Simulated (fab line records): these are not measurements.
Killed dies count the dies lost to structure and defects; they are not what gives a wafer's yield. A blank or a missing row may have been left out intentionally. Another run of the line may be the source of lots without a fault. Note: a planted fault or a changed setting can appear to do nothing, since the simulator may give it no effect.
fab line records ; flow n5Finfet
record: lots: 6; wafers: 17; lastDay: 17
route steps=1938 shown MOL_CONTACT_COAG@569 BEOL_M4@1111
lots that met no fault: taken from a fault-free run of the same line
startH: start of the lot's first displayed wafer, in hours after the record's first day ; waitH: how many hours have passed since the lot's step before this one ; " the same as in the row above ; L1.1+2: a row that stands for several wafers ; - no value, or no start was given ; * or withheld: withheld ; < > ~ a bound
route shown NAME@n: names a module that has steps shown in the file, with the first one's number in the route ; usual: mean/standard deviation taken from wafers without a fault ; same: alike in all rows ; chamber/n: place in a boat ; sites: the reading at each site ; _std_site: the standard deviation of these ; _edge_site: mean of outer sites minus mean of inner sites ; radiusMm: for every site, how far away it sits from the centre of the wafer ; mask NAME#n: copy n ; behind: tool/chamber where the wafer was last shaped ; hold: reason for holding the lot/hours on hold/outcome of the hold ; device: the transistor (n, p or np) that didn't switch ; end of line: at the end of the route, the tests of the same wafers ; for a step that has no rows: nothing shown but its recipe ; killed: count of dies lost to structure and defects at first sort (not the wafer's yield) ; map: the dies of a wafer, with x for killed, . for not killed, _ for no die there
set.NAME: setting as actually run; set.NAME@STEP: the setting as run at that earlier step ; model.NAME: the simulator's own value behind a step, which no gauge read
lots seen at some steps along the route; tables by step, rows by wafer
services: a tool's chamber out of use, with start hour (startH, from the record's first day; less than 0 if before it), hours out, and reason
== steps ==
step: N5_MOL_CONTACT_COAG_SOFTBAKE_79
recipe: tempC: 110; timeS: 60; resist: CAR-EUV
step: N5_MOL_CONTACT_COAG_EXPOSE_81
recipe: maskId: VG; na: 0.33; sourceShape: annular; sigmaInner: 0.3; sigmaOuter: 0.7; polarization: unpolarized; defocusNm: 0; doseMj: 59.5
step: N5_MOL_CONTACT_COAG_PEB_82
recipe: pebTempC: 100; pebTimeS: 60; resist: CAR-EUV
step: N5_MOL_CONTACT_COAG_DEVELOP_83
recipe: developTimeS: 30; developer: TMAH; resist: CAR-EUV; rinseLiquid: surfactantRinse; dry: airSpin; devTempC: 23
step: N5_MOL_CONTACT_COAG_CD_MEAS_84
recipe: targetCdNm: 25.1; landingEnergyEv: 500; detector: seInlens; polarity: opening
usual: cdNm: 25.07/0.25
lot.wafer;tool;chamber;startH;waitH;cdNm
L578.2;cdSem-01;0;109.76;-;25.42
L578.4;cdSem-01;0;109.76;-;25.27
L578.5;cdSem-01;0;109.76;-;25.21
L586.1;cdSem-02;0;152.43;-;25.54
L586.5;cdSem-02;0;152.43;-;25.58
L586.6;cdSem-02;0;152.43;-;25.42
L593.2;cdSem-03;0;192.97;-;24.85
L593.6;cdSem-03;0;192.97;-;25.09
L595.3;cdSem-03;0;209.55;-;24.82
L595.5;cdSem-03;0;209.55;-;25.13
L595.6;cdSem-03;0;209.55;-;25.16
L598.3;cdSem-01;0;225.19;-;25.37
L598.4;cdSem-01;0;225.19;-;24.96
L598.5;cdSem-01;0;225.19;-;25.14
L599.3;cdSem-01;0;232.01;-;24.97
L599.4;cdSem-01;0;232.01;-;25.40
L599.6;cdSem-01;0;232.01;-;25.15
step: N5_MOL_CONTACT_COAG_OVL_MEAS_85
recipe: pointsPerWafer: 522
usual: VG_OVL: 0.3/0.72
lot.wafer;tool;chamber;startH;waitH;VG_OVL[nm]
L578.2;overlay-02;0;109.80;0.0;0.2
L578.4;overlay-02;0;109.80;0.0;1.0
L578.5;overlay-02;0;109.80;0.0;0.4
L586.1;overlay-01;0;152.46;0.0;1.1
L586.5;overlay-01;0;152.46;0.0;0.4
L586.6;overlay-01;0;152.46;0.0;0.8
L593.2;overlay-01;0;193.00;0.0;0.1
L593.6;overlay-01;0;193.00;0.0;-1.6
L595.3;overlay-02;0;209.63;0.1;-0.7
L595.5;overlay-02;0;209.63;0.1;-0.6
L595.6;overlay-02;0;209.63;0.1;-0.7
L598.3;overlay-01;0;225.23;0.0;1.8
L598.4;overlay-01;0;225.23;0.0;1.0
L598.5;overlay-01;0;225.23;0.0;1.8
L599.3;overlay-02;0;232.05;0.0;-0.9
L599.4;overlay-02;0;232.05;0.0;-0.6
L599.6;overlay-02;0;232.05;0.0;-0.3
step: N5_MOL_CONTACT_COAG_INSPECT_57
recipe: mode: adi; inspectInstrument: brightfield
usual: rawDefectCount: 183/53
lot.wafer;tool;chamber;startH;waitH;rawDefectCount
L578.2;defectInspect-01;-;109.85;0.0;150
L578.4;defectInspect-01;-;109.85;0.0;163
L578.5;defectInspect-01;-;109.85;0.0;224
L586.1;defectInspect-01;-;152.51;0.1;183
L586.5;defectInspect-01;-;152.51;0.1;256
L586.6;defectInspect-01;-;152.51;0.1;257
L593.2;defectInspect-02;-;193.05;0.0;136
L593.6;defectInspect-02;-;193.05;0.0;73
L595.3;defectInspect-02;-;209.67;0.0;121
L595.5;defectInspect-02;-;209.67;0.0;111
L595.6;defectInspect-02;-;209.67;0.0;108
L598.3;defectInspect-02;-;225.28;0.0;297
L598.4;defectInspect-02;-;225.28;0.0;200
L598.5;defectInspect-02;-;225.28;0.0;239
L599.3;defectInspect-02;-;232.10;0.0;160
L599.4;defectInspect-02;-;232.10;0.0;193
L599.6;defectInspect-02;-;232.10;0.0;160
step: N5_MOL_CONTACT_COAG_DESCUM_88
recipe: chemistry: O2; timeS: 7; sourcePowerW: 50; biasPowerW: 20; pressureMtorr: 20; rfFrequencyHz: 2.712e+07; tempC: 40; resist: CAR-EUV; o2FlowSccm: 225
usual: biasPowerW: 20.00/0.06; drypumpMotorCurrentA: 5.6/0.43; oesProductAu: 0.77/0.089; rfVppV: 242.9/1.4; showerheadPlenumPTorr: 2.08/0.072; throttleValvePct: 20.38/0.21
lot.wafer;tool;chamber;startH;waitH;biasPowerW;drypumpMotorCurrentA;oesProductAu;rfHoursCounterH;rfVppV;showerheadPlenumPTorr;throttleValvePct
L578.2;rieDiel-06;2;109.88;0.0;20.02;5.6;0.69;232;241.1;1.98;20.46
L578.4;rieDiel-06;1;109.88;0.0;20.06;5.4;0.79;110;243.7;2.09;20.07
L578.5;rieDiel-06;1;109.88;0.0;20.05;5.4;0.79;-;242.7;2.09;20.08
L586.1;rieDiel-05;0;152.84;0.3;20.04;5.7;0.71;185;242.4;2.07;20.46
L586.5;rieDiel-05;3;152.84;0.3;19.91;5.2;0.95;-;241.6;2.05;20.45
L586.6;rieDiel-05;0;152.84;0.3;19.96;5.7;0.71;-;243.2;2.07;20.47
L593.2;rieDiel-05;3;193.09;0.0;19.93;5.2;0.92;20;241.3;2.05;20.48
L593.6;rieDiel-05;2;193.09;0.0;20.02;5.7;0.75;-;243.9;2.17;20.10
L595.3;rieDiel-05;2;209.71;0.0;20.01;5.7;0.74;196;244.7;2.17;20.13
L595.5;rieDiel-05;1;209.71;0.0;19.91;5.2;0.72;-;243.3;2.07;20.44
L595.6;rieDiel-05;0;209.71;0.0;19.92;5.7;0.71;-;241.4;2.07;20.49
L598.3;rieDiel-06;3;225.36;0.1;20.10;6.5;0.69;216;240.4;1.98;20.36
L598.4;rieDiel-06;1;225.36;0.1;19.93;5.4;0.74;-;244.0;2.08;20.14
L598.5;rieDiel-06;2;225.36;0.1;19.95;5.6;0.92;-;245.8;2.23;20.21
L599.3;rieDiel-03;1;232.17;0.1;20.03;5.3;0.92;29;244.2;2.16;20.62
L599.4;rieDiel-03;3;232.17;0.1;20.06;5.6;0.86;62;242.0;2.03;20.34
L599.6;rieDiel-03;3;232.17;0.1;19.95;5.6;0.85;-;243.0;2.03;20.34
step: N5_MOL_CONTACT_COAG_ETCH_89
recipe: chemistry: N2/H2; target: underlayer; targetDepthA: 130; maskMaterial: CAR-EUV; timeS: 10.4; ionEnergyEv: 200; pressureMtorr: 30; sourceW: 840; biasW: 150; n2FlowSccm: 200; h2FlowSccm: 200; ends: cleared
usual: biasW: 150.0/0.46; drypumpMotorCurrentA: 5.6/0.42; etchRfOnTimeS: 10.31/0.27; oesProductAu: 0.66/0.075; rfVppV: 523.5/2.4; showerheadPlenumPTorr: 2.52/0.082; throttleValvePct: 17.77/0.21
lot.wafer;tool;chamber;startH;waitH;biasW;drypumpMotorCurrentA;etchRfOnTimeS;oesProductAu;rfHoursCounterH;rfVppV;showerheadPlenumPTorr;throttleValvePct
L578.2;rieDiel-06;2;109.92;0.0;150.0;5.6;10.73;0.58;232;519.7;2.41;17.86
L578.4;rieDiel-06;1;109.92;0.0;149.8;5.4;10.17;0.69;110;522.2;2.55;17.39
L578.5;rieDiel-06;1;109.92;0.0;150.3;5.4;10.22;0.68;-;524.1;2.55;17.38
L586.1;rieDiel-05;0;152.87;0.0;149.2;5.7;10.20;0.63;185;523.8;2.52;17.85
L586.5;rieDiel-05;3;152.87;0.0;149.8;5.2;9.90;0.82;-;524.0;2.49;17.86
L586.6;rieDiel-05;0;152.87;0.0;149.4;5.7;10.18;0.62;-;523.4;2.52;17.86
L593.2;rieDiel-05;3;193.12;0.0;150.5;5.2;9.84;0.79;20;522.2;2.49;17.90
L593.6;rieDiel-05;2;193.12;0.0;150.5;5.7;10.20;0.63;-;526.9;2.62;17.53
L595.3;rieDiel-05;2;209.74;0.0;150.3;5.6;10.29;0.63;196;524.6;2.62;17.54
L595.5;rieDiel-05;1;209.74;0.0;149.3;5.2;10.53;0.62;-;523.9;2.52;17.97
L595.6;rieDiel-05;0;209.74;0.0;150.1;5.7;10.30;0.61;-;522.9;2.52;17.89
L598.3;rieDiel-06;3;225.40;0.0;150.0;6.4;10.52;0.60;216;519.9;2.40;17.79
L598.4;rieDiel-06;1;225.40;0.0;150.2;5.4;10.26;0.65;-;523.8;2.53;17.47
L598.5;rieDiel-06;2;225.40;0.0;149.8;5.7;10.69;0.79;-;529.2;2.72;17.53
L599.3;rieDiel-03;1;232.21;0.0;149.9;5.3;10.02;0.79;29;524.7;2.60;17.93
L599.4;rieDiel-03;3;232.21;0.0;149.8;5.6;10.30;0.72;62;523.4;2.48;17.77
L599.6;rieDiel-03;3;232.21;0.0;149.7;5.6;10.27;0.73;-;522.5;2.47;17.76
step: N5_MOL_CONTACT_COAG_ETCH_90
recipe: chemistry: CF4; target: SiARC; targetDepthA: 130; maskMaterial: CAR-EUV; timeS: 21.7; ionEnergyEv: 80; pressureMtorr: 40; sourceW: 545; biasW: 36; Ar_flow_sccm: 100; cf4FlowSccm: 100; ends: cleared
usual: biasW: 35.99/0.12; drypumpMotorCurrentA: 5.6/0.43; etchRfOnTimeS: 21.6/0.48; oesProductAu: 0.66/0.075; rfVppV: 184.0/1.1; showerheadPlenumPTorr: 2.13/0.066; throttleValvePct: 15.57/0.17
lot.wafer;tool;chamber;startH;waitH;biasW;drypumpMotorCurrentA;etchRfOnTimeS;oesProductAu;rfHoursCounterH;rfVppV;showerheadPlenumPTorr;throttleValvePct
L578.2;rieDiel-06;2;109.94;0.0;35.86;5.7;22.2;0.58;232;184.3;2.03;15.72
L578.4;rieDiel-06;1;109.94;0.0;36.07;5.4;21.3;0.68;110;183.6;2.15;15.30
L578.5;rieDiel-06;1;109.94;0.0;36.14;5.4;21.4;0.68;-;184.2;2.15;15.29
L586.1;rieDiel-05;0;152.89;0.0;35.95;5.7;21.1;0.62;185;183.2;2.13;15.70
L586.5;rieDiel-05;3;152.89;0.0;36.04;5.2;20.7;0.82;-;185.1;2.10;15.56
L586.6;rieDiel-05;0;152.89;0.0;35.78;5.7;21.2;0.63;-;183.8;2.13;15.69
L593.2;rieDiel-05;3;193.14;0.0;36.07;5.2;20.8;0.78;21;183.8;2.10;15.58
L593.6;rieDiel-05;2;193.14;0.0;35.99;5.7;21.5;0.64;-;184.8;2.22;15.38
L595.3;rieDiel-05;2;209.76;0.0;36.17;5.7;21.4;0.63;196;184.8;2.22;15.38
L595.5;rieDiel-05;1;209.76;0.0;36.32;5.2;21.5;0.62;-;184.7;2.12;15.67
L595.6;rieDiel-05;0;209.76;0.0;35.85;5.7;21.2;0.62;-;183.7;2.12;15.73
L598.3;rieDiel-06;3;225.42;0.0;36.04;6.4;22.2;0.59;216;183.3;2.04;15.65
L598.4;rieDiel-06;1;225.42;0.0;36.00;5.4;21.5;0.65;-;185.9;2.13;15.38
L598.5;rieDiel-06;2;225.42;0.0;36.06;5.7;22.4;0.78;-;185.6;2.27;15.32
L599.3;rieDiel-03;1;232.23;0.0;36.01;5.3;21.2;0.79;29;184.1;2.18;15.56
L599.4;rieDiel-03;3;232.23;0.0;36.05;5.6;21.8;0.72;62;182.5;2.09;15.51
L599.6;rieDiel-03;3;232.23;0.0;36.08;5.6;21.9;0.72;-;183.6;2.09;15.51
step: N5_MOL_CONTACT_COAG_ALD_131
recipe: material: SiO2; targetThkA: 50; tempC: 100; aldPrecursorFamily: BDEAS; aldCoReactant: O2-plasma; pulseTimeS: 1; coReactantPulseTimeS: 1; purgeTimeS: 2; coReactantPurgeTimeS: 2; aldCycles: 35; pressureTorr: 2
usual: heaterPowerW: 73/6.8; precursorPulseHeightRel: 1.003/0.019
same: pulseTimeS: 1; purgeTimeS: 2
lot.wafer;tool;chamber;startH;waitH;heaterPowerW;precursorPulseHeightRel
L578.2;aldSin-04;1;110.02;0.1;76;1.016
L578.4;aldSin-04;0;110.02;0.1;66;1.004
L578.5;aldSin-04;3;110.02;0.1;76;1.019
L586.1;aldSin-04;2;152.98;0.1;62;0.983
L586.5;aldSin-04;3;152.98;0.1;77;1.001
L586.6;aldSin-04;2;152.98;0.1;60;1.034
L593.2;aldSin-04;0;193.53;0.4;67;1.008
L593.6;aldSin-04;0;193.53;0.4;68;1.018
L595.3;aldSin-02;2;209.84;0.1;79;0.999
L595.5;aldSin-02;3;209.84;0.1;66;1.007
L595.6;aldSin-02;2;209.84;0.1;76;0.990
L598.3;aldSin-02;1;225.50;0.1;68;0.994
L598.4;aldSin-02;3;225.50;0.1;66;0.992
L598.5;aldSin-02;1;225.50;0.1;69;1.015
L599.3;aldSin-04;0;232.31;0.1;66;1.014
L599.4;aldSin-04;1;232.31;0.1;77;0.994
L599.6;aldSin-04;0;232.31;0.1;66;1.004
step: N5_MOL_CONTACT_COAG_ETCHBACK_132
recipe: chemistry: CHF3; target: SiO2; targetDepthA: 100; timeS: 6.7; ionEnergyEv: 200; pressureMtorr: 30; sourceW: 610; biasW: 170; Ar_flow_sccm: 200; CHF3_flow_sccm: 50
usual: biasW: 170.0/0.53; drypumpMotorCurrentA: 5.7/0.41; oes_ar_750_au: 0.78/0.074; oesProductAu: 0.78/0.085; rfVppV: 526/9.9; showerheadPlenumPTorr: 2.36/0.068; throttleValvePct: 18.69/0.15
lot.wafer;tool;chamber;startH;waitH;biasW;drypumpMotorCurrentA;oes_ar_750_au;oesProductAu;rfHoursCounterH;rfVppV;showerheadPlenumPTorr;throttleValvePct
L578.2;rieDiel-06;1;110.20;0.1;170.6;5.4;0.80;0.78;110;520;2.38;18.37
L578.4;rieDiel-06;0;110.20;0.1;170.7;5.1;0.72;0.71;207;538;2.45;18.88
L578.5;rieDiel-06;2;110.20;0.1;170.9;5.7;0.68;0.67;-;507;2.25;18.70
L586.1;rieDiel-05;1;153.17;0.1;169.8;5.2;0.75;0.73;177;522;2.37;18.73
L586.5;rieDiel-05;2;153.17;0.1;169.6;5.6;0.75;0.76;-;539;2.48;18.44
L586.6;rieDiel-05;3;153.17;0.1;168.9;5.2;0.94;0.96;-;534;2.34;18.79
L593.2;rieDiel-05;2;193.71;0.1;169.2;5.7;0.74;0.75;190;540;2.48;18.47
L593.6;rieDiel-05;1;193.71;0.1;169.2;5.2;0.73;0.71;-;523;2.36;18.77
L595.3;rieDiel-05;2;210.10;0.2;169.6;5.6;0.73;0.74;196;539;2.47;18.46
L595.5;rieDiel-05;1;210.10;0.2;169.5;5.2;0.73;0.72;-;524;2.36;18.77
L595.6;rieDiel-05;2;210.10;0.2;169.8;5.6;0.74;0.74;-;540;2.47;18.46
L598.3;rieDiel-03;3;225.68;0.1;169.3;5.6;0.84;0.86;59;528;2.32;18.68
L598.4;rieDiel-03;3;225.68;0.1;169.5;5.6;0.83;0.86;-;529;2.32;18.68
L598.5;rieDiel-03;1;225.68;0.1;170.0;5.3;0.91;0.93;-;540;2.42;18.68
L599.3;rieDiel-06;3;232.83;0.4;170.8;6.5;0.70;0.70;219;523;2.27;18.73
L599.4;rieDiel-06;1;232.83;0.4;169.9;5.4;0.76;0.76;-;521;2.37;18.47
L599.6;rieDiel-06;3;232.83;0.4;170.0;6.4;0.72;0.70;-;523;2.27;18.72
step: N5_MOL_CONTACT_COAG_ETCH_91
recipe: chemistry: N2/H2; target: SOC; targetDepthA: 600; overetchA: 210; maskMaterial: SiARC; tempC: 40; timeS: 101.2; ionEnergyEv: 200; pressureMtorr: 30; sourceW: 840; biasW: 150; n2FlowSccm: 200; h2FlowSccm: 200
usual: biasW: 150.0/0.44; drypumpMotorCurrentA: 5.7/0.41; oesProductAu: 0.65/0.065; rfVppV: 523.2/2.3; showerheadPlenumPTorr: 2.51/0.074; throttleValvePct: 17.77/0.2
lot.wafer;tool;chamber;startH;waitH;biasW;drypumpMotorCurrentA;oesProductAu;rfHoursCounterH;rfVppV;showerheadPlenumPTorr;throttleValvePct;model.SiARC_of_MOL_CONTACT_COAG_COAT_76.thkNm
L578.2;rieDiel-06;1;110.23;0.0;149.8;5.4;0.67;110;524.7;2.55;17.36;5.8
L578.4;rieDiel-06;0;110.23;0.0;149.8;5.1;0.60;207;527.1;2.62;17.99;5.8
L578.5;rieDiel-06;2;110.23;0.0;149.7;5.7;0.58;-;519.8;2.41;17.84;6
L586.1;rieDiel-05;1;153.20;0.0;150.0;5.2;0.62;177;523.6;2.53;17.89;5.8
L586.5;rieDiel-05;2;153.20;0.0;149.3;5.7;0.63;-;526.6;2.63;17.49;5.6
L586.6;rieDiel-05;3;153.20;0.0;150.9;5.2;0.79;-;523.9;2.49;17.82;5.6
L593.2;rieDiel-05;2;193.74;0.0;150.2;5.6;0.62;190;526.6;2.62;17.49;5.6
L593.6;rieDiel-05;1;193.74;0.0;149.3;5.2;0.61;-;522.3;2.52;17.94;6.4
L595.3;rieDiel-05;2;210.13;0.0;149.8;5.7;0.62;196;525.1;2.62;17.49;5.6
L595.5;rieDiel-05;1;210.13;0.0;149.7;5.2;0.60;-;523.9;2.52;17.92;5.8
L595.6;rieDiel-05;2;210.13;0.0;149.8;5.7;0.62;-;525.4;2.62;17.50;6.2
L598.3;rieDiel-03;3;225.71;0.0;150.0;5.6;0.71;59;522.4;2.48;17.73;5.8
L598.4;rieDiel-03;3;225.71;0.0;150.2;5.6;0.70;-;522.4;2.48;17.73;5.8
L598.5;rieDiel-03;1;225.71;0.0;150.0;5.3;0.76;-;526.3;2.60;17.88;5.6
L599.3;rieDiel-06;3;232.87;0.0;148.6;6.5;0.59;219;521.5;2.40;17.76;5.8
L599.4;rieDiel-06;1;232.87;0.0;150.0;5.4;0.63;-;524.7;2.53;17.44;5.8
L599.6;rieDiel-06;3;232.87;0.0;150.3;6.5;0.59;-;520.1;2.40;17.75;6
step: N5_MOL_CONTACT_COAG_STRIP_92
recipe: chemistry: N2/H2; tempC: 40; n2FlowSccm: 200; h2FlowSccm: 200; rfFrequencyHz: 6e+07
step: N5_BEOL_M4_RC_MEAS_101
usual: DIBL_N: 35.8/1.8; DIBL_P: 35.6/2; IOFF_N: 0.148/0.028; IOFF_P: 0.20/0.034; ION_N: 672/12; ION_P: 462/8.5; SS_N: 71.2/0.65; SS_P: 73.1/0.67; VT_N: 251/3.3; VT_P: -251/3.8
lot.wafer;tool;chamber;startH;waitH;DIBL_N[mV/V];DIBL_P[mV/V];IOFF_N[nA/um];IOFF_P[nA/um];ION_N[uA/um];ION_P[uA/um];SS_N[mV/dec];SS_P[mV/dec];VT_N[mV];VT_P[mV]
L578.2;prober-01;0;171.13;0.2;37.9;39.4;0.177;0.23;676;472;70.7;74.2;249;-248
L578.4;prober-01;0;171.13;0.2;34.7;35.9;0.128;0.19;672;465;70.4;73.0;251;-252
L578.5;prober-01;0;171.13;0.2;36.8;38.1;0.155;0.22;676;466;70.5;72.9;249;-248
L586.1;prober-02;0;218.10;0.0;36.0;35.9;0.134;0.21;676;468;71.1;72.8;253;-247
L586.5;prober-02;0;218.10;0.0;36.2;35.7;0.143;0.20;680;466;70.4;73.2;251;-247
L586.6;prober-02;0;218.10;0.0;35.4;35.4;0.123;0.20;659;465;71.1;73.1;253;-251
L593.2;prober-01;0;262.67;0.2;38.2;38.2;0.196;0.23;683;467;71.8;73.7;247;-250
L593.6;prober-01;0;262.67;0.2;34.9;34.4;0.134;0.18;679;459;70.9;72.8;254;-252
L595.3;prober-01;0;267.62;0.3;37.0;37.7;0.157;0.21;676;463;71.7;73.4;250;-252
L595.5;prober-01;0;267.62;0.3;37.7;38.0;0.160;0.20;668;460;71.7;74.1;251;-251
L595.6;prober-01;0;267.62;0.3;36.9;36.7;0.158;0.19;673;455;72.4;73.3;250;-253
L598.3;prober-01;0;290.62;0.3;36.1;36.8;0.140;0.20;661;454;71.8;73.3;253;-249
L598.4;prober-01;0;290.62;0.3;38.2;38.9;0.176;0.23;672;461;72.2;73.3;248;-251
L598.5;prober-01;0;290.62;0.3;36.3;37.5;0.148;0.20;662;455;71.2;74.3;250;-250
L599.3;prober-02;0;307.18;0.3;34.2;33.6;0.128;0.18;679;463;70.3;72.2;254;-252
L599.4;prober-02;0;307.18;0.3;34.9;33.6;0.130;0.17;678;462;71.0;72.6;253;-252
L599.6;prober-02;0;307.18;0.3;36.6;35.9;0.153;0.21;687;471;71.3;73.1;250;-248
== services ==
tool;chamber;startH;hours;kind
rieDiel-06;3;94.68;12.9;repair
rieDiel-03;1;121.14;-;clean
rieDiel-03;1;121.14;-;consumableReplace:focusRing
rieDiel-03;1;121.14;33.9;scheduledDown
rieDiel-03;1;121.14;33.9;ventCycle
rieDiel-05;3;128.67;-;clean
rieDiel-05;3;128.67;-;consumableReplace:focusRing
rieDiel-05;3;128.67;11.6;scheduledDown
rieDiel-05;3;128.67;11.6;ventCycle
aldSin-02;0;151.45;4.1;repair
rieDiel-06;2;158.01;-;clean
rieDiel-06;2;158.01;-;consumableReplace:focusRing
rieDiel-06;2;158.01;-;consumableReplace:showerhead
rieDiel-06;2;158.01;24.5;scheduledDown
rieDiel-06;2;158.01;24.5;ventCycle
rieDiel-05;2;169.34;16.3;repair
rieDiel-05;0;170.33;5.8;repair
aldSin-02;1;171.39;20.0;repair
aldSin-02;-;177.03;14.0;pm
rieDiel-06;0;219.61;-;clean
rieDiel-06;0;219.61;-;consumableReplace:focusRing
rieDiel-06;0;219.61;23.5;scheduledDown
rieDiel-06;0;219.61;23.5;ventCycle
rieDiel-03;0;223.19;7.0;repair
== key ==
firstSign none at tools or gauges
modelEffect: step: N5_MOL_CONTACT_COAG_ETCH_91; value: SiARC_of_MOL_CONTACT_COAG_COAT_76.thkNm; without: 5.7; struck: 6.3
metAt N5_MOL_CONTACT_COAG_ETCH_91
struckWafers L593.6,L595.6
onsetBetween 153.20 193.74
fault: kind: processParameterDrift; tool: rieDiel-05; chamber: -; onsetH: 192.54; steps: N5_MOL_CONTACT_COAG_ETCH_91; channel: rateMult; offset: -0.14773; shape: step; endH: 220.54; scope: struckWafersOnly
